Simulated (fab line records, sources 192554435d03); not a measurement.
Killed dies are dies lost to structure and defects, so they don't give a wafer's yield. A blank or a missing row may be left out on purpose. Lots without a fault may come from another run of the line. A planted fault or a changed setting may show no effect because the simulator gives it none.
fab line records | flow n5_finfet
record lots=7 wafers=21 last_day=18
route steps=1938 shown WELL_APT@20 PASSIVATION@1936
lots that met no fault: from a run of the same line without faults
start_h: hours from the record's first day to the start of the lot's first wafer shown | wait_h: hours since the lot's step before | " the same as in the row above | L1.1+2: a row that stands for several wafers | - no value, or no start given | * or withheld: withheld | < > ~ a bound
route shown NAME@n: a module of which the file shows steps, and the number in the route of the first | usual: mean/standard deviation of fault-free wafers | same: alike in all rows | chamber/n: place in a boat | sites: the reading at each site | _std_site: their standard deviation | _edge_site: outer sites' mean less inner sites' | radius_mm: how far each site lies from the wafer's centre | mask NAME#n: copy n | behind: the tool/chamber that last shaped the wafer | hold: why the lot was held/for how many hours/how that ended | device: the transistor (n, p or np) that didn't switch | end of line: the same wafers' tests at the end of the route | a step without rows: its recipe alone | killed: dies lost to structure and defects at the first sort, not the wafer's yield | map: a wafer's dies, x killed, . not, _ none there
set.NAME: the setting as run; set.NAME@STEP: as run at that earlier step | model.NAME: the simulator's own value behind a step, which no gauge read
lots at some steps of the route; a table a step, a row a wafer
services: from which hour (start_h, from the record's first day; less than 0 if before it) a tool's chamber was out of use, for how many hours, and why
## steps
# step N5_WELL_APT_HMDS_01
# recipe time_s=60 temp_c=120
# step N5_WELL_APT_COAT_02
# recipe spin_rpm=1357 resist_thk_nm=950
# step N5_WELL_APT_EBR_04
# recipe solvent=PGMEA ebr_width_mm=1.5
# step N5_WELL_APT_SOFTBAKE_03
# recipe temp_c=130 time_s=60
# step N5_WELL_APT_EXPOSE_05
# recipe mask_id=NWELL na=0.8 source_shape=conventional sigma_outer=0.8 polarization=unpolarized defocus_nm=0 target_cd_nm=200 dose_mj=20.3
# step N5_WELL_APT_PEB_06
# recipe peb_temp_c=130 peb_time_s=90
# step N5_WELL_APT_DEVELOP_07
# recipe develop_time_s=45 rinse_liquid=surfactant_rinse dry=air_spin dev_temp_c=21
# step N5_WELL_APT_HARDBAKE_12
# recipe temp_c=130 time_s=120
# step N5_WELL_APT_CD_MEAS_08
# recipe target_cd_nm=200 landing_energy_ev=500 detector=se_inlens
# usual cd_nm=198.8/1.9
# columns lot.wafer tool chamber start_h wait_h cd_nm
L292.1 cd_sem-02 0 13.81 - 202.3
L292.2 " 0 " " 199.2
L292.6 " 0 " " 201.6
L294.2 cd_sem-02 0 25.89 - 198.6
L294.3 " 0 " " 201.5
L294.5 " 0 " " 199.4
L300.1 cd_sem-01 0 61.58 - 198.5
L300.4 " 0 " " 201.1
L300.5 " 0 " " 201.6
L301.1 cd_sem-02 0 68.99 - 201.3
L301.3 " 0 " " 203.4
L301.4 " 0 " " 201.4
L304.2 cd_sem-03 0 85.72 - 197.3
L304.4 " 0 " " 199.1
L304.6 " 0 " " 195.4
L310.1 cd_sem-03 0 121.81 - 196.9
L310.5 " 0 " " 200.3
L310.6 " 0 " " 199.0
L314.2 cd_sem-03 0 146.12 - 198.0
L314.4 " 0 " " 199.1
L314.6 " 0 " " 198.4
# step N5_WELL_APT_OVL_MEAS_09
# recipe points_per_wafer=44
# usual NWELL_OVL=1/5.6
# columns lot.wafer tool chamber start_h wait_h NWELL_OVL[nm]
L292.1 overlay-01 0 13.84 0.0 -5
L292.2 " 0 " " -4
L292.6 " 0 " " -5
L294.2 overlay-02 0 25.93 0.0 -9
L294.3 " 0 " " -6
L294.5 " 0 " " 1
L300.1 overlay-02 0 61.61 0.0 3
L300.4 " 0 " " 11
L300.5 " 0 " " 12
L301.1 overlay-02 0 69.02 0.0 3
L301.3 " 0 " " 3
L301.4 " 0 " " 12
L304.2 overlay-01 0 85.75 0.0 -8
L304.4 " 0 " " -1
L304.6 " 0 " " -7
L310.1 overlay-02 0 121.84 0.0 -1
L310.5 " 0 " " 7
L310.6 " 0 " " 2
L314.2 overlay-01 0 146.15 0.0 1
L314.4 " 0 " " -2
L314.6 " 0 " " 1
# step N5_WELL_APT_INSPECT_10
# recipe mode=adi inspect_instrument=macro
# usual raw_defect_count=2.1/1.4
# columns lot.wafer tool chamber start_h wait_h raw_defect_count
L292.1 defect_inspect-02 - 13.87 0.0 0
L292.2 " - " " 2
L292.6 " - " " 2
L294.2 defect_inspect-01 - 25.95 0.0 5
L294.3 " - " " 0
L294.5 " - " " 2
L300.1 defect_inspect-01 - 61.64 0.0 3
L300.4 " - " " 3
L300.5 " - " " 0
L301.1 defect_inspect-02 - 69.04 0.0 0
L301.3 " - " " 4
L301.4 " - " " 1
L304.2 defect_inspect-02 - 85.78 0.0 3
L304.4 " - " " 1
L304.6 " - " " 2
L310.1 defect_inspect-02 - 121.86 0.0 2
L310.5 " - " " 2
L310.6 " - " " 2
L314.2 defect_inspect-01 - 146.28 0.1 1
L314.4 " - " " 1
L314.6 " - " " 1
# step N5_WELL_APT_DESCUM_13
# recipe chemistry=O2 time_s=7.9 source_power_w=50 bias_power_w=20 pressure_mtorr=20 rf_frequency_hz=2.712e+07 temp_c=40 o2_flow_sccm=225
# usual bias_power_w=20.00/0.065 drypump_motor_current_A=5.7/0.43 oes_product_au=0.77/0.071 rf_vpp_V=243.2/1.4 showerhead_plenum_p_Torr=2.09/0.069 throttle_valve_pct=20.40/0.23
# columns lot.wafer tool chamber start_h wait_h bias_power_w drypump_motor_current_A oes_product_au rf_hours_counter_h rf_vpp_V showerhead_plenum_p_Torr throttle_valve_pct
L292.1 rie_diel-03 3 13.93 0.1 20.13 5.6 0.74 202 241.3 1.99 20.58
L292.2 " 2 " " 20.05 5.4 0.88 39 242.6 2.12 20.10
L292.6 " 3 " " 20.07 5.7 0.74 - 241.9 1.99 20.58
L294.2 rie_diel-02 0 25.98 0.0 19.98 5.3 0.75 155 241.5 2.02 20.36
L294.3 " 3 " " 20.02 5.6 0.79 120 242.9 2.10 20.31
L294.5 " 1 " " 19.99 6.2 0.75 - 243.8 2.16 20.20
L300.1 rie_diel-03 0 61.90 0.3 20.02 5.7 0.75 154 244.2 2.08 20.17
L300.4 " 3 " " 19.90 5.7 0.72 216 241.3 1.98 20.61
L300.5 " 2 " " 19.92 5.4 0.85 - 244.6 2.12 20.13
L301.1 rie_diel-02 0 69.07 0.0 20.08 5.3 0.74 168 241.0 2.02 20.37
L301.3 " 3 " " 19.94 5.6 0.77 134 242.9 2.10 20.33
L301.4 " 1 " " 20.02 6.2 0.74 177 245.2 2.16 20.22
L304.2 rie_diel-02 2 85.81 0.0 19.85 5.2 0.73 197 244.6 2.18 20.77
L304.4 " 1 " " 20.07 6.2 0.75 - 244.6 2.16 20.23
L304.6 " 2 " " 19.82 5.2 0.73 - 243.6 2.18 20.78
L310.1 rie_diel-02 3 122.04 0.2 19.99 5.6 0.75 155 243.0 2.09 20.37
L310.5 " 1 " " 19.92 6.2 0.73 - 245.1 2.15 20.26
L310.6 " 0 " " 19.95 5.3 0.73 - 241.5 2.01 20.39
L314.2 rie_diel-04 1 146.58 0.3 19.95 6.3 0.68 240 242.6 2.07 20.39
L314.4 " 0 " " 19.93 6.7 0.69 243 241.6 1.98 20.78
L314.6 " 3 " " 20.06 6.4 0.92 - 245.9 2.14 20.44
# step N5_WELL_APT_IMPLANT_14
# recipe species=P energy_kev=160 dose_cm2=1.5e+13 tilt_deg=0 rotation_deg=0
# usual dose_ions_cm2=1.5003e+13/1.4e+10 faraday_current_uA=189/3.5 tilt_deg=-0.002/0.021
# columns lot.wafer tool chamber start_h wait_h dose_ions_cm2 faraday_current_uA tilt_deg
L292.1 implanter-02 0 14.02 0.1 1.4991e+13 191 -0.002
L292.2 " 0 " " 1.4998e+13 184 0.009
L292.6 " 0 " " 1.4975e+13 191 0.020
L294.2 implanter-02 0 26.12 0.1 1.5015e+13 195 -0.023
L294.3 " 0 " " 1.5027e+13 182 -0.010
L294.5 " 0 " " 1.4996e+13 189 -0.031
L300.1 implanter-02 0 62.00 0.1 1.6548e+13 208 0.023
L300.4 " 0 " " 1.654e+13 209 0.014
L300.5 " 0 " " 1.6551e+13 207 0.034
L301.1 implanter-02 0 69.17 0.1 1.6548e+13 216 0.010
L301.3 " 0 " " 1.6555e+13 210 -0.017
L301.4 " 0 " " 1.6557e+13 211 -0.015
L304.2 implanter-02 0 85.95 0.1 1.6576e+13 214 0.001
L304.4 " 0 " " 1.6583e+13 211 0.003
L304.6 " 0 " " 1.6535e+13 211 -0.003
L310.1 implanter-01 0 122.13 0.1 1.4984e+13 192 -0.017
L310.5 " 0 " " 1.4991e+13 186 -0.009
L310.6 " 0 " " 1.5013e+13 189 -0.045
L314.2 implanter-01 0 146.71 0.1 1.5e+13 191 -0.038
L314.4 " 0 " " 1.4979e+13 190 -0.028
L314.6 " 0 " " 1.4991e+13 192 -0.018
# step N5_WELL_APT_IMPLANT_15
# recipe species=As energy_kev=25 dose_cm2=1.5e+13 tilt_deg=0 rotation_deg=0
# step N5_PASSIVATION_PROBE_49
# usual killed_at_M0_to_M3=37/12 killed_at_M4_up=14/5.3 killed_at_contacts=12/6.2 killed_at_front_end=41/11 killed_at_other=3.7/2.9 killed_dies=107/17 killed_open=71/12 killed_short=34/7.9
# same gross_dies=1180 killed_at_back_side=0
# columns lot.wafer tool chamber start_h wait_h killed_at_M0_to_M3 killed_at_M4_up killed_at_contacts killed_at_front_end killed_at_other killed_dies killed_open killed_short
L292.1 prober-02 - 272.55 0.0 40 7 18 32 1 98 61 37
L292.2 prober-02 - 272.60 0.1 28 7 13 39 0 87 51 35
L292.6 prober-02 - 272.80 0.3 23 5 11 67 0 106 76 29
L294.2 prober-01 - 286.12 0.1 74 7 11 37 4 133 93 38
L294.3 prober-01 - 286.17 0.1 27 14 16 45 5 107 83 23
L294.5 prober-01 - 286.27 0.2 40 22 14 36 3 115 82 33
L301.1 prober-02 - 317.43 0.0 35 13 15 42 1 106 75 24
L301.3 prober-02 - 317.53 0.1 62 9 17 34 3 125 82 37
L301.4 prober-02 - 317.58 0.2 33 7 6 36 3 85 56 23
L300.1 prober-02 - 325.04 0.0 21 14 12 34 8 89 58 29
L300.4 prober-02 - 325.19 0.2 30 13 18 49 2 112 75 35
L300.5 prober-02 - 325.24 0.2 38 9 8 49 5 109 69 39
L304.2 prober-01 - 353.41 0.1 31 14 7 32 3 87 60 26
L304.4 prober-01 - 353.51 0.2 44 14 7 31 2 98 62 34
L304.6 prober-01 - 353.61 0.3 27 20 5 30 2 84 60 22
L310.1 prober-01 - 389.39 0.0 32 16 18 36 6 108 72 36
L310.5 prober-01 - 389.59 0.2 32 10 19 46 8 115 79 35
L310.6 prober-01 - 389.64 0.3 54 10 27 49 4 144 83 61
L314.2 prober-02 - 419.77 0.1 37 11 4 43 1 96 69 25
L314.4 prober-02 - 419.87 0.2 35 6 19 49 9 118 74 42
L314.6 prober-02 - 419.97 0.3 24 6 4 32 1 67 46 20
# killed by level:class
L292.1 MOL_CONTACT_COAG:geometric_particle:open=15 BEOL_M0_SAQP:geometric_particle:short=11 BEOL_M1:geometric_particle:open=8 BEOL_M0_SAQP:geometric_particle:open=7 GATE_CUT:geometric_particle:short=6 BEOL_M3:geometric_particle:open=6 STI_FIN_REVEAL:geometric_particle:open=5 FIN_SAQP:geometric_particle:short=4
L292.2 FIN_SAQP:geometric_particle:short=9 STI_FIN_REVEAL:geometric_particle:open=9 MOL_CONTACT_COAG:geometric_particle:open=8 BEOL_M0_SAQP:geometric_particle:open=6 BEOL_M2:geometric_particle:open=6 FIN_SAQP:geometric_particle:open=5 MOL_CONTACT_COAG:geometric_particle:short=5 BEOL_M1:geometric_particle:open=5
L292.6 STI_FIN_REVEAL:geometric_particle:open=30 FIN_SAQP:geometric_particle:open=11 BEOL_M0_SAQP:geometric_particle:open=10 MOL_CONTACT_COAG:geometric_particle:open=8 STI_FIN_REVEAL:geometric_particle:short=6 BEOL_M3:geometric_particle:open=5 FIN_SAQP:geometric_particle:short=4 MOL_CONTACT_COAG:geometric_particle:short=3
L294.2 BEOL_M3:geometric_particle:open=18 BEOL_M2:geometric_particle:open=14 BEOL_M0_SAQP:geometric_particle:short=13 STI_FIN_REVEAL:geometric_particle:open=11 BEOL_M1:geometric_particle:open=11 MOL_CONTACT_COAG:geometric_particle:open=10 FIN_SAQP:geometric_particle:open=7 BEOL_M0_SAQP:geometric_particle:open=5
L294.3 STI_FIN_REVEAL:geometric_particle:open=15 MOL_CONTACT_COAG:geometric_particle:open=12 BEOL_M0_SAQP:geometric_particle:open=8 FIN_SAQP:geometric_particle:open=7 FIN_SAQP:geometric_particle:short=6 BEOL_M3:geometric_particle:open=6 STARTING-WAFER:geometric_particle:open=5 MOL_CONTACT_COAG:geometric_particle:short=4
L294.5 MOL_CONTACT_COAG:geometric_particle:open=12 BEOL_M4:geometric_particle:open=12 STI_FIN_REVEAL:geometric_particle:open=10 BEOL_M3:geometric_particle:open=8 FIN_SAQP:geometric_particle:open=7 BEOL_M1:geometric_particle:open=7 BEOL_M0_SAQP:geometric_particle:short=7 FIN_SAQP:geometric_particle:short=6
L301.1 STI_FIN_REVEAL:geometric_particle:open=11 MOL_CONTACT_COAG:geometric_particle:open=10 DUMMY_GATE:geometric_particle:open=10 BEOL_M3:geometric_particle:open=8 BEOL_M0_SAQP:geometric_particle:short=6 BEOL_M1:geometric_particle:open=6 FIN_SAQP:geometric_particle:open=5 BEOL_M2:geometric_particle:open=5
L301.3 BEOL_M3:geometric_particle:open=14 BEOL_M2:geometric_particle:open=12 MOL_CONTACT_COAG:geometric_particle:open=10 BEOL_M1:geometric_particle:open=10 STI_FIN_REVEAL:geometric_particle:open=8 BEOL_M2:geometric_particle:short=8 DUMMY_GATE:geometric_particle:open=6 BEOL_M0_SAQP:geometric_particle:short=6
L301.4 BEOL_M1:geometric_particle:open=9 DUMMY_GATE:geometric_particle:open=7 GATE_CUT:geometric_particle:short=5 BEOL_M0_SAQP:geometric_particle:short=5 BEOL_M2:geometric_particle:open=5 BEOL_M3:geometric_particle:open=5 BEOL_M5:geometric_particle:open=5 HKMG_FIN:area_etch=5
L300.1 MOL_CONTACT_COAG:geometric_particle:open=9 BEOL_M2:geometric_particle:open=9 DUMMY_GATE:geometric_particle:open=7 FIN_SAQP:geometric_particle:open=5 STI_FIN_REVEAL:geometric_particle:open=5 ILD0:geometric_particle:short=4 BEOL_M2:geometric_particle:short=4 STARTING-WAFER:geometric_particle:open=4
L300.4 FIN_SAQP:geometric_particle:short=18 MOL_CONTACT_COAG:geometric_particle:open=16 BEOL_M2:geometric_particle:open=14 FIN_SAQP:geometric_particle:open=10 DUMMY_GATE:geometric_particle:open=7 STI_FIN_REVEAL:geometric_particle:open=6 BEOL_M0_SAQP:geometric_particle:short=5 BEOL_M5:geometric_particle:open=4
L300.5 FIN_SAQP:geometric_particle:short=13 FIN_SAQP:geometric_particle:open=9 BEOL_M0_SAQP:geometric_particle:open=9 STI_FIN_REVEAL:geometric_particle:open=8 DUMMY_GATE:geometric_particle:open=8 BEOL_M2:geometric_particle:open=8 MOL_CONTACT_COAG:geometric_particle:open=7 BEOL_M0_SAQP:geometric_particle:short=7
L304.2 BEOL_M2:geometric_particle:open=9 MOL_CONTACT_COAG:geometric_particle:open=7 FIN_SAQP:geometric_particle:open=6 GATE_CUT:geometric_particle:open=5 BEOL_M0_SAQP:geometric_particle:short=5 BEOL_M2:geometric_particle:short=5 STARTING-WAFER:geometric_particle:short=5 DUMMY_GATE:geometric_particle:open=4
L304.4 BEOL_M2:geometric_particle:open=13 BEOL_M4:geometric_particle:open=10 BEOL_M1:geometric_particle:open=9 GATE_CUT:geometric_particle:short=8 FIN_SAQP:geometric_particle:short=7 MOL_CONTACT_COAG:geometric_particle:open=7 BEOL_M0_SAQP:geometric_particle:short=7 BEOL_M0_SAQP:geometric_particle:open=6
L304.6 BEOL_M4:geometric_particle:open=14 BEOL_M2:geometric_particle:open=10 FIN_SAQP:geometric_particle:open=9 BEOL_M1:geometric_particle:open=6 STI_FIN_REVEAL:geometric_particle:open=4 MOL_CONTACT_COAG:geometric_particle:open=4 FIN_SAQP:geometric_particle:short=3 BEOL_M3:geometric_particle:open=3
L310.1 MOL_CONTACT_COAG:geometric_particle:open=13 BEOL_M0_SAQP:geometric_particle:short=10 STI_FIN_REVEAL:geometric_particle:open=9 FIN_SAQP:geometric_particle:open=7 BEOL_M0_SAQP:geometric_particle:open=7 DUMMY_GATE:geometric_particle:open=6 BEOL_M1:geometric_particle:open=6 MOL_CONTACT_COAG:geometric_particle:short=5
L310.5 MOL_CONTACT_COAG:geometric_particle:open=17 FIN_SAQP:geometric_particle:open=14 BEOL_M0_SAQP:geometric_particle:open=11 BEOL_M1:geometric_particle:open=10 DUMMY_GATE:geometric_particle:open=9 FIN_SAQP:geometric_particle:short=8 BEOL_M0_SAQP:geometric_particle:short=7 PASS1_CAP:geometric_particle:short=5
L310.6 MOL_CONTACT_COAG:geometric_particle:open=24 BEOL_M0_SAQP:geometric_particle:short=14 BEOL_M3:geometric_particle:short=11 GATE_CUT:geometric_particle:short=9 BEOL_M1:geometric_particle:open=9 FIN_SAQP:geometric_particle:open=7 BEOL_M1:geometric_particle:short=7 GATE_CUT:geometric_particle:open=6
L314.2 BEOL_M1:geometric_particle:open=16 STI_FIN_REVEAL:geometric_particle:open=10 GATE_CUT:geometric_particle:open=6 BEOL_M0_SAQP:geometric_particle:open=6 BEOL_M3:geometric_particle:open=6 FIN_SAQP:geometric_particle:short=5 GATE_CUT:geometric_particle:short=5 MOL_CONTACT_COAG:geometric_particle:open=4
L314.4 MOL_CONTACT_COAG:geometric_particle:open=14 FIN_SAQP:geometric_particle:short=12 BEOL_M1:geometric_particle:open=12 GATE_CUT:geometric_particle:short=9 FIN_SAQP:geometric_particle:open=7 BEOL_M3:geometric_particle:open=6 STI_FIN_REVEAL:geometric_particle:open=5 MOL_CONTACT_COAG:geometric_particle:short=5
L314.6 FIN_SAQP:geometric_particle:open=8 BEOL_M1:geometric_particle:open=7 BEOL_M3:geometric_particle:open=5 GATE_CUT:geometric_particle:short=4 MOL_CONTACT_COAG:geometric_particle:open=4 STI_FIN_REVEAL:geometric_particle:open=3 STARTING-WAFER:geometric_particle:open=3 ILD0:geometric_particle:short=3
## services
# columns tool chamber start_h hours kind
rie_diel-03 2 -3.19 6.2 repair
rie_diel-04 3 0.80 1.8 repair
rie_diel-02 - 35.30 0.6 repair
implanter-01 - 42.18 0.8 repair
rie_diel-04 0 42.81 21.2 repair
rie_diel-04 3 64.18 - clean
rie_diel-04 3 64.18 - consumable_replace:focus_ring
rie_diel-04 3 64.18 21.7 scheduled_down
rie_diel-04 3 64.18 21.7 vent_cycle
rie_diel-03 0 64.56 13.4 repair
rie_diel-02 0 79.64 8.6 repair
rie_diel-02 1 79.64 3.7 repair
implanter-01 - 82.48 3.7 pm
rie_diel-02 - 145.40 4.3 pm
## key
first_sign step=N5_WELL_APT_IMPLANT_14 reading=dose_ions_cm2 direction=up sigmas=99+ usual=1.5003e+13 struck=1.6555e+13
effect step=N5_WELL_APT_IMPLANT_14 reading=faraday_current_uA direction=up sigmas=6.1 usual=189 struck=211
met_at N5_WELL_APT_IMPLANT_14
struck_wafers L300.1,L300.4,L300.5,L301.1,L301.3,L301.4,L304.2,L304.4,L304.6
tester_left_out L300,L301,L304
onset_between 26.12 62.00
fault kind=process_parameter_drift tool=implanter-02 chamber=- onset_h=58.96 steps=N5_WELL_APT_IMPLANT_14 channel=dose_cm2 offset=1.5544e+12 shape=step end_h=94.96 acts_in=these_recipes_only stated=1.5e+13
# tester_left_out: of these lots the tester's yield and bins aren't shown, on N5 and GAA mostly nor the transistor test; their killed dies are dies lost to structure and defects alone, not to doping, threshold or leakage, so they don't give the yield
